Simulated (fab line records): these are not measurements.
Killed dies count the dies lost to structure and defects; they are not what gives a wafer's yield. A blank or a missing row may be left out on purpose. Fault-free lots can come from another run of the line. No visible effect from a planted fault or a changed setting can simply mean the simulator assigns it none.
What tool caused it?	flow nandHarc	33 wafers from 11 lots sampled at 3 of the route's 1302 steps

WHAT THE GAUGES SHOWED, per wafer
NHARC_P_M2_THK_MEAS_24: measures by xrf.
lot	measured	on	thkNm (nm)
L646	day 6 16:31	filmMetro-01	142.3 142.2 142.6
L647	day 7 19:43	filmMetro-01	143.2 142.2 144.2
L649	day 8 07:04	filmMetro-02	147.0 144.7 143.1
L651	day 8 21:13	filmMetro-02	142.5 142.8 144.6
L654	day 10 04:55	filmMetro-01	145.6 146.5 143.7
L658	day 11 22:51	filmMetro-01	144.7 142.4 146.0
L659	day 12 13:00	filmMetro-01	142.7 141.5 143.5
L662	day 13 16:05	filmMetro-02	398.9 399.0 398.9
L663	day 13 22:56	filmMetro-02	396.9 397.9 398.4
L664	day 14 10:28	filmMetro-02	144.6 143.6 145.8
L668	day 15 22:49	filmMetro-01	144.8 144.2 146.7

TOOL THAT RAN EACH LOT (tool first, then ch and the chambers of the sampled wafers, then the start)
lot	NHARC_P_M2_STRIP_18	NHARC_P_M2_CMP_23
L646	rieDiel-07 ch 0,1,2, day 6 14:26	cmp-01 ch 0,1,3, day 6 16:14
L647	rieDiel-07 ch 1,2, day 7 17:40	cmp-01 ch 0,3, day 7 19:24
L649	rieDiel-02 ch 1,2,3, day 8 05:04	cmp-01 ch 1,2, day 8 06:45
L651	rieDiel-02 ch 0,1,2, day 8 19:10	cmp-01 ch 0,1, day 8 20:54
L654	rieDiel-07 ch 0,1, day 10 02:50	cmp-01 ch 1,2, day 10 04:35
L658	rieDiel-02 ch 0,1,3, day 11 20:52	cmp-01 ch 0,1, day 11 22:34
L659	rieDiel-02 ch 0,1,2, day 12 11:00	cmp-01 ch 1,2, day 12 12:43
L662	rieDiel-02 ch 0,2,3, day 13 14:04	cmp-01 ch 0,1,2, day 13 15:48
L663	rieDiel-05 ch 1,2,3, day 13 20:58	cmp-01 ch 0,1,3, day 13 22:41
L664	rieDiel-02 ch 2,3, day 14 08:28	cmp-01 ch 0,3, day 14 10:09
L668	rieDiel-07 ch 0,2,3, day 15 20:51	cmp-03 ch 0,3, day 15 22:32
- NHARC_P_M2_STRIP_18: strips in N2/H2.
- NHARC_P_M2_CMP_23: polishes, t overpolish 20 s, target thk 144.3 nm.

THE ANSWER, worked out from the rows above alone
Rule: usual is defined by the lots themselves. The widest of any qualifying gaps counts: lots, ordered by their means at a reading, are off when they make up no more than a third of the lots, leave a main group of 4 or more, and stand apart from it by 3 or more times the standard deviation of that group's means. If all means in a main group match to the digits the tables above print for the reading, that group is not used. A lot without any number at a reading at which 4 lots or more have one is off too. All remaining lots with rows at the step are treated as sound.
Off: L662, L663, at NHARC_P_M2_THK_MEAS_24 (thkNm). The main group: mean 144.0 nm, standard deviation 1.1.
If a tool, at a process step before that reading, ran all the lots that are off and no sound lot after the first of them, it fits. Those tools and the gauges at NHARC_P_M2_THK_MEAS_24 are tried in the same way. Of those tried, none fits.

WHAT THE SIMULATOR HAD INSERTED
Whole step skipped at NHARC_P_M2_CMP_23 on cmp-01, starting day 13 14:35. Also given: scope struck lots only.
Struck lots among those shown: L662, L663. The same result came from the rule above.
